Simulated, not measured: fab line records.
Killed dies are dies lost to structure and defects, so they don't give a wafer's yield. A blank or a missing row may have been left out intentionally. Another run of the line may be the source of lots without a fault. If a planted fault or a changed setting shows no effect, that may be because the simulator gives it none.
Which tool was responsible? | flow n5Finfet | Sampling: 24 lots, 72 wafers, 6 of 1938 route steps

WHAT EACH GAUGE READ, for each wafer
The record lacks any reading of a measuring or inspecting step that a usual standard deviation could be used to judge.

WHICH TOOL RAN EACH LOT (tool, then ch and the chambers of the sampled wafers, then the start)
lot  | N5_BEOL_M11_TRENCH_ETCH_37                   | N5_BEOL_M11_CURE_72          | N5_BEOL_M11_DEGAS_44        | N5_BEOL_M12_DEGAS_41        | N5_BEOL_M12_ANNEAL_48           | N5_BEOL_M13_ILD_DEP_00
L075 | rieDiel-06 ch 1,2,3, day 10 21:46 or earlier | uvCure-02 ch 0, day 10 21:46 | pvdSputter-01, day 10 22:08 | pvdSputter-03, day 11 08:26 | rtpAnneal-01 ch 0, day 11 09:37 | pecvd-04 ch 0,1, day 11 10:24
L074 | rieDiel-06 ch 0,3, day 10 22:59 or earlier   | uvCure-03 ch 1, day 10 22:59 | pvdSputter-02, day 10 23:25 | pvdSputter-03, day 11 09:10 | rtpAnneal-01 ch 0, day 11 10:23 | pecvd-04 ch 0,2, day 11 11:08
L076 | rieDiel-06 ch 0,1, day 11 07:59 or earlier   | uvCure-02 ch 2, day 11 07:59 | pvdSputter-03, day 11 08:22 | pvdSputter-02, day 11 19:41 | rtpAnneal-01 ch 0, day 11 20:16 | pecvd-04 ch 0,1, day 11 20:59
L077 | rieDiel-06 ch 1,2, day 11 19:11 or earlier   | uvCure-02 ch 2, day 11 19:11 | pvdSputter-01, day 11 19:26 | pvdSputter-01, day 12 06:05 | rtpAnneal-01 ch 0, day 12 06:40 | pecvd-03 ch 0,1, day 12 07:22
L078 | rieDiel-01 ch 0,1, day 12 02:19 or earlier   | uvCure-03 ch 0, day 12 02:19 | pvdSputter-03, day 12 02:35 | pvdSputter-03, day 12 11:15 | rtpAnneal-02 ch 0, day 12 11:53 | pecvd-01 ch 1,2, day 12 12:38
L080 | rieDiel-06 ch 0,1, day 12 09:46 or earlier   | uvCure-01 ch 2, day 12 09:46 | pvdSputter-03, day 12 10:25 | pvdSputter-02, day 12 15:07 | rtpAnneal-02 ch 0, day 12 15:37 | pecvd-03 ch 0,1, day 12 16:24
L079 | rieDiel-04 ch 2,3, day 12 19:38 or earlier   | uvCure-02 ch 1, day 12 19:38 | pvdSputter-02, day 12 20:01 | pvdSputter-01, day 13 03:52 | rtpAnneal-02 ch 0, day 13 04:25 | pecvd-01 ch 0,2, day 13 05:10
L081 | rieDiel-04 ch 0,2, day 12 20:03 or earlier   | uvCure-03 ch 0, day 12 20:03 | pvdSputter-03, day 12 20:22 | pvdSputter-02, day 13 05:25 | rtpAnneal-01 ch 0, day 13 05:55 | pecvd-04 ch 0,1, day 13 06:41
L083 | rieDiel-04 ch 0,2,3, day 12 22:32 or earlier | uvCure-02 ch 1, day 12 22:32 | pvdSputter-01, day 12 22:52 | pvdSputter-02, day 13 06:13 | rtpAnneal-01 ch 0, day 13 06:48 | pecvd-04 ch 0,1,2, day 13 07:29
L082 | rieDiel-06 ch 0,1,2, day 13 05:14 or earlier | uvCure-02 ch 0, day 13 05:14 | pvdSputter-02, day 13 06:01 | pvdSputter-01, day 13 15:12 | rtpAnneal-01 ch 0, day 13 15:45 | pecvd-03 ch 0,1, day 13 16:29
L084 | rieDiel-04 ch 0,2,3, day 13 18:34 or earlier | uvCure-02 ch 2, day 13 18:34 | pvdSputter-01, day 13 18:55 | pvdSputter-01, day 14 01:16 | rtpAnneal-01 ch 0, day 14 02:34 | pecvd-03 ch 0,2, day 14 03:20
L085 | rieDiel-06 ch 2,3, day 13 22:32 or earlier   | uvCure-01 ch 1, day 13 22:32 | pvdSputter-03, day 13 22:49 | pvdSputter-02, day 14 05:54 | rtpAnneal-01 ch 0, day 14 06:28 | pecvd-03 ch 0,1, day 14 07:12
L086 | rieDiel-01 ch 0,2, day 13 22:48 or earlier   | uvCure-03 ch 1, day 13 22:48 | pvdSputter-02, day 14 00:43 | pvdSputter-01, day 14 09:07 | rtpAnneal-02 ch 0, day 14 09:37 | pecvd-01 ch 1,2, day 14 10:25
L089 | rieDiel-04 ch 0,1,2, day 14 09:07 or earlier | uvCure-03 ch 1, day 14 09:07 | pvdSputter-01, day 14 09:32 | pvdSputter-02, day 14 17:43 | rtpAnneal-01 ch 0, day 14 18:22 | pecvd-04 ch 0,2, day 14 19:04
L088 | rieDiel-06 ch 0,1, day 14 10:53 or earlier   | uvCure-03 ch 0, day 14 10:53 | pvdSputter-02, day 14 11:25 | pvdSputter-02, day 14 18:02 | rtpAnneal-01 ch 0, day 14 18:35 | pecvd-04 ch 0,2, day 14 19:20
L087 | rieDiel-06 ch 0,3, day 14 15:13 or earlier   | uvCure-02 ch 0, day 14 15:13 | pvdSputter-02, day 14 17:20 | pvdSputter-01, day 14 23:24 | rtpAnneal-02 ch 0, day 14 23:55 | pecvd-01 ch 0,1,2, day 15 00:43
L091 | rieDiel-06 ch 0,2,3, day 14 17:40 or earlier | uvCure-03 ch 2, day 14 17:40 | pvdSputter-01, day 14 18:17 | pvdSputter-02, day 14 23:32 | rtpAnneal-01 ch 0, day 15 00:02 | pecvd-04 ch 0,2, day 15 00:49
L090 | rieDiel-01 ch 0,2,3, day 14 18:25 or earlier | uvCure-03 ch 2, day 14 18:25 | pvdSputter-03, day 14 19:51 | pvdSputter-03, day 15 01:20 | rtpAnneal-02 ch 0, day 15 01:52 | pecvd-03 ch 0,1, day 15 02:39
L092 | rieDiel-06 ch 0,1,2, day 15 10:46 or earlier | uvCure-02 ch 1, day 15 10:46 | pvdSputter-02, day 15 11:05 | pvdSputter-01, day 15 21:56 | rtpAnneal-01 ch 0, day 15 22:26 | pecvd-01 ch 0,2, day 15 23:13
L094 | rieDiel-04 ch 2,3, day 15 11:04 or earlier   | uvCure-02 ch 1, day 15 11:04 | pvdSputter-03, day 15 11:27 | pvdSputter-01, day 15 22:26 | rtpAnneal-01 ch 0, day 15 22:56 | pecvd-03 ch 0,2, day 15 23:43
L093 | rieDiel-01 ch 1,3, day 15 12:28 or earlier   | uvCure-01 ch 2, day 15 12:28 | pvdSputter-02, day 15 13:26 | pvdSputter-01, day 15 22:50 | rtpAnneal-02 ch 0, day 15 23:20 | pecvd-01 ch 1,2, day 16 00:07
L095 | rieDiel-04 ch 0,1,2, day 16 08:03 or earlier | uvCure-02 ch 0, day 16 08:03 | pvdSputter-02, day 16 08:25 | pvdSputter-03, day 16 16:02 | rtpAnneal-02 ch 0, day 16 16:53 | pecvd-01 ch 0,1, day 16 17:41
L096 | rieDiel-01 ch 2,3, day 16 08:28 or earlier   | uvCure-01 ch 1, day 16 08:28 | pvdSputter-01, day 16 08:46 | pvdSputter-02, day 16 16:02 | rtpAnneal-01 ch 0, day 16 16:50 | pecvd-04 ch 0,1, day 16 17:35
L097 | rieDiel-01 ch 0,3, day 16 23:18 or earlier   | uvCure-02 ch 2, day 16 23:18 | pvdSputter-02, day 16 23:44 | pvdSputter-02, day 17 08:13 | rtpAnneal-02 ch 0, day 17 08:49 | pecvd-03 ch 1,2, day 17 09:37
- N5_BEOL_M11_TRENCH_ETCH_37: etches SiCOH lowk in C4F6/O2, target depth 148.83 nm, time 48 s.
- N5_BEOL_M11_CURE_72: cures SiCOH lowk, time 120 s.
- N5_BEOL_M11_DEGAS_44: time 60 s.
- N5_BEOL_M12_DEGAS_41: time 60 s.
- N5_BEOL_M12_ANNEAL_48: time 90 s.
- N5_BEOL_M13_ILD_DEP_00: deposits SiOC from DEMS/O2, target thk 837.92 nm, time 166.4 s.

AS READ BY THE TOOLS THEMSELVES (means over the sampled wafers that have a number; for cases with no such wafer, the mark the record gives instead)
N5_BEOL_M11_TRENCH_ETCH_37. Usual: drypumpMotorCurrentA 5.7 A, standard deviation 0.46; oesProductAu 0.80 a.u., standard deviation 0.098; rfVppV 666 V, standard deviation 9.1; showerheadPlenumPTorr 2.85 Torr, standard deviation 0.12; throttleValvePct 20.92 %, standard deviation 0.23.
lot  | tool       | drypumpMotorCurrentA (A) | oesProductAu (a.u.) | rfVppV (V) | showerheadPlenumPTorr (Torr) | throttleValvePct (%) | flag
L075 | rieDiel-06 | 5.5                      | 0.79                | 666        | 2.81                         | 20.87                | 
L074 | rieDiel-06 | 5.8                      | 0.71                | 661        | 2.88                         | 21.10                | 
L076 | rieDiel-06 | 5.6                      | 0.75                | 669        | 2.72                         | 20.88                | 
L077 | rieDiel-06 | 5.0                      | 0.84                | 667        | 2.87                         | 20.76                | 
L078 | rieDiel-01 | 6.3                      | 0.72                | 667        | 2.77                         | 21.12                | 
L080 | rieDiel-06 | 5.6                      | 0.73                | 665        | 2.82                         | 21.00                | 
L079 | rieDiel-04 | 5.9                      | 0.85                | 654        | 2.88                         | 20.68                | 
L081 | rieDiel-04 | 5.7                      | 0.78                | 660        | 2.89                         | 20.87                | 
L083 | rieDiel-04 | 5.7                      | 0.81                | 664        | 2.90                         | 20.80                | 
L082 | rieDiel-06 | 5.3                      | 0.77                | 666        | 2.84                         | 20.90                | 
L084 | rieDiel-04 | 5.8                      | 0.81                | 665        | 2.90                         | 20.82                | 
L085 | rieDiel-06 | 5.7                      | 0.89                | 661        | 2.86                         | 20.74                | 
L086 | rieDiel-01 | 5.8                      | 0.69                | 663        | 2.79                         | 21.27                | 
L089 | rieDiel-04 | 5.6                      | 0.83                | 669        | 2.90                         | 20.99                | 
L088 | rieDiel-06 | 5.6                      | 0.73                | 668        | 2.71                         | 20.92                | 
L087 | rieDiel-06 | 6.0                      | 0.83                | 659        | 2.82                         | 20.86                | 
L091 | rieDiel-06 | 5.5                      | 0.81                | 661        | 2.89                         | 20.90                | 
L090 | rieDiel-01 | 5.7                      | 0.78                | 670        | 2.83                         | 21.04                | 
L092 | rieDiel-06 | 5.3                      | 0.76                | 666        | 2.84                         | 20.92                | 
L094 | rieDiel-04 | 6.0                      | 0.84                | 658        | 2.88                         | 20.63                | 
L093 | rieDiel-01 | 6.1                      | 0.86                | 677        | 2.81                         | 20.78                | 
L095 | rieDiel-04 | 5.5                      | 0.81                | 669        | 2.89                         | 21.03                | 
L096 | rieDiel-01 | 5.7                      | 0.85                | 676        | 2.86                         | 20.84                | 
L097 | rieDiel-01 | 6.1                      | 0.94                | 676        | 2.95                         | 20.81                | 

N5_BEOL_M11_CURE_72. Usual: lampPowerPct 52.32 %, standard deviation 0.055; wafer_temp_C_max 372.1, standard deviation 0.91.
lot  | tool      | lampPowerPct (%) | wafer_temp_C_max | flag
L075 | uvCure-02 | 52.29            | 371.9            | 
L074 | uvCure-03 | 52.34            | 372.1            | 
L076 | uvCure-02 | 52.31            | 373.4            | 
L077 | uvCure-02 | 52.32            | 373.5            | 
L078 | uvCure-03 | 52.38            | 372.1            | 
L080 | uvCure-01 | 52.38            | 372.4            | 
L079 | uvCure-02 | 52.34            | 371.3            | 
L081 | uvCure-03 | 52.29            | 371.9            | 
L083 | uvCure-02 | 52.29            | 371.4            | 
L082 | uvCure-02 | 52.33            | 371.4            | 
L084 | uvCure-02 | 52.33            | 374.1            | 
L085 | uvCure-01 | 52.29            | 370.9            | 
L086 | uvCure-03 | 52.30            | 372.0            | 
L089 | uvCure-03 | 52.29            | 371.8            | 
L088 | uvCure-03 | 52.36            | 372.5            | 
L087 | uvCure-02 | 52.32            | 371.6            | 
L091 | uvCure-03 | 52.34            | 372.2            | 
L090 | uvCure-03 | 52.30            | 372.6            | 
L092 | uvCure-02 | 52.31            | 371.7            | 
L094 | uvCure-02 | 52.33            | 371.3            | 
L093 | uvCure-01 | 52.34            | 371.8            | 
L095 | uvCure-02 | 52.31            | 371.2            | 
L096 | uvCure-01 | 52.33            | 371.4            | 
L097 | uvCure-02 | 52.26            | 373.9            | 

N5_BEOL_M11_DEGAS_44. Usual: heaterPowerW reads 332 W (standard deviation 39).
lot  | tool          | heaterPowerW (W) | flag
L075 | pvdSputter-01 | 331              | 
L074 | pvdSputter-02 | 329              | 
L076 | pvdSputter-03 | 349              | 
L077 | pvdSputter-01 | 379              | 
L078 | pvdSputter-03 | 347              | 
L080 | pvdSputter-03 | 365              | 
L079 | pvdSputter-02 | 298              | 
L081 | pvdSputter-03 | 352              | 
L083 | pvdSputter-01 | 341              | 
L082 | pvdSputter-02 | 311              | 
L084 | pvdSputter-01 | 335              | 
L085 | pvdSputter-03 | 351              | 
L086 | pvdSputter-02 | 287              | 
L089 | pvdSputter-01 | 339              | 
L088 | pvdSputter-02 | 350              | 
L087 | pvdSputter-02 | 352              | 
L091 | pvdSputter-01 | 345              | 
L090 | pvdSputter-03 | 342              | 
L092 | pvdSputter-02 | 279              | 
L094 | pvdSputter-03 | 355              | 
L093 | pvdSputter-02 | 277              | 
L095 | pvdSputter-02 | 297              | 
L096 | pvdSputter-01 | 346              | 
L097 | pvdSputter-02 | 315              | 

N5_BEOL_M12_DEGAS_41. Usual: heaterPowerW reads 332 W (standard deviation 41).
lot  | tool          | heaterPowerW (W) | flag
L075 | pvdSputter-03 | 352              | 
L074 | pvdSputter-03 | 353              | 
L076 | pvdSputter-02 | 309              | 
L077 | pvdSputter-01 | 343              | 
L078 | pvdSputter-03 | 353              | 
L080 | pvdSputter-02 | 277              | 
L079 | pvdSputter-01 | 359              | 
L081 | pvdSputter-02 | 325              | 
L083 | pvdSputter-02 | 302              | 
L082 | pvdSputter-01 | 318              | 
L084 | pvdSputter-01 | 348              | 
L085 | pvdSputter-02 | 295              | 
L086 | pvdSputter-01 | 304              | 
L089 | pvdSputter-02 | 293              | 
L088 | pvdSputter-02 | 299              | 
L087 | pvdSputter-01 | 339              | 
L091 | pvdSputter-02 | 284              | 
L090 | pvdSputter-03 | 346              | 
L092 | pvdSputter-01 | 362              | 
L094 | pvdSputter-01 | 338              | 
L093 | pvdSputter-01 | 349              | 
L095 | pvdSputter-03 | 350              | 
L096 | pvdSputter-02 | 348              | 
L097 | pvdSputter-02 | 275              | 

N5_BEOL_M12_ANNEAL_48. Usual: wafer_temp_C_max reads 225.71 (standard deviation 0.29).
lot  | tool         | wafer_temp_C_max | flag
L075 | rtpAnneal-01 | 225.61           | 
L074 | rtpAnneal-01 | 225.54           | 
L076 | rtpAnneal-01 | 225.26           | 
L077 | rtpAnneal-01 | 225.62           | 
L078 | rtpAnneal-02 | 225.91           | 
L080 | rtpAnneal-02 | 225.76           | 
L079 | rtpAnneal-02 | 225.94           | 
L081 | rtpAnneal-01 | 225.40           | 
L083 | rtpAnneal-01 | 225.77           | 
L082 | rtpAnneal-01 | 225.67           | 
L084 | rtpAnneal-01 | 225.63           | 
L085 | rtpAnneal-01 | 225.67           | 
L086 | rtpAnneal-02 | 225.95           | 
L089 | rtpAnneal-01 | 225.63           | 
L088 | rtpAnneal-01 | 225.42           | 
L087 | rtpAnneal-02 | 226.17           | 
L091 | rtpAnneal-01 | 225.63           | 
L090 | rtpAnneal-02 | 225.82           | 
L092 | rtpAnneal-01 | 225.67           | 
L094 | rtpAnneal-01 | 225.63           | 
L093 | rtpAnneal-02 | 226.15           | 
L095 | rtpAnneal-02 | 226.16           | 
L096 | rtpAnneal-01 | 225.55           | 
L097 | rtpAnneal-02 | 225.74           | 

N5_BEOL_M13_ILD_DEP_00. Usual: heaterPowerW 467 W, standard deviation 61; showerheadPlenumPTorr 5.694 Torr, standard deviation 0.015; throttleValvePct 11.6 %, standard deviation 0.71.
lot  | tool     | heaterPowerW (W) | showerheadPlenumPTorr (Torr) | throttleValvePct (%) | flag
L075 | pecvd-04 | 482              | 5.698                        | 11.7                 | 
L074 | pecvd-04 | 425              | 5.700                        | 11.1                 | 
L076 | pecvd-04 | 477              | 5.698                        | 11.5                 | 
L077 | pecvd-03 | 487              | 5.720                        | 12.5                 | 
L078 | pecvd-01 | 539              | 5.686                        | 11.4                 | 
L080 | pecvd-03 | 483              | 5.718                        | 12.3                 | 
L079 | pecvd-01 | 553              | 5.674                        | 10.9                 | 
L081 | pecvd-04 | 456              | 5.701                        | 12.1                 | 
L083 | pecvd-04 | 474              | 5.693                        | 11.6                 | 
L082 | pecvd-03 | 445              | 5.702                        | 12.0                 | 
L084 | pecvd-03 | 447              | 5.699                        | 12.3                 | 
L085 | pecvd-03 | 464              | 5.719                        | 11.9                 | 
L086 | pecvd-01 | 512              | 5.686                        | 11.5                 | 
L089 | pecvd-04 | 414              | 5.690                        | 11.0                 | 
L088 | pecvd-04 | 442              | 5.693                        | 11.1                 | 
L087 | pecvd-01 | 455              | 5.680                        | 11.1                 | 
L091 | pecvd-04 | 465              | 5.692                        | 11.1                 | 
L090 | pecvd-03 | 468              | 5.720                        | 12.5                 | 
L092 | pecvd-01 | 528              | 5.675                        | 11.0                 | 
L094 | pecvd-03 | 415              | 5.693                        | 12.2                 | 
L093 | pecvd-01 | 492              | 5.693                        | 11.5                 | 
L095 | pecvd-01 | 529              | 5.682                        | 11.4                 | 
L096 | pecvd-04 | 477              | 5.686                        | 11.8                 | 
L097 | pecvd-03 | 402              | 5.698                        | 11.4                 | 

THE ANSWER, worked out from the rows above alone
Rule: take the mean of a lot's wafers that have a number; if it is more than 3 standard deviations from the usual mean, the lot is off. A lot without any number at a reading at which 4 lots or more have one is off too. All remaining lots with rows at the step are treated as sound. The gauges are gone through in route order, then the tools' own readings, and for those a lot's mean is taken as printed above. At the first step where some lot is off, the reading lying furthest off is the one used; lots without a number count as furthest.
Across all readings shown, no lot is off: no conclusion can be drawn from this.

WHAT THE SIMULATOR HAD PUT IN
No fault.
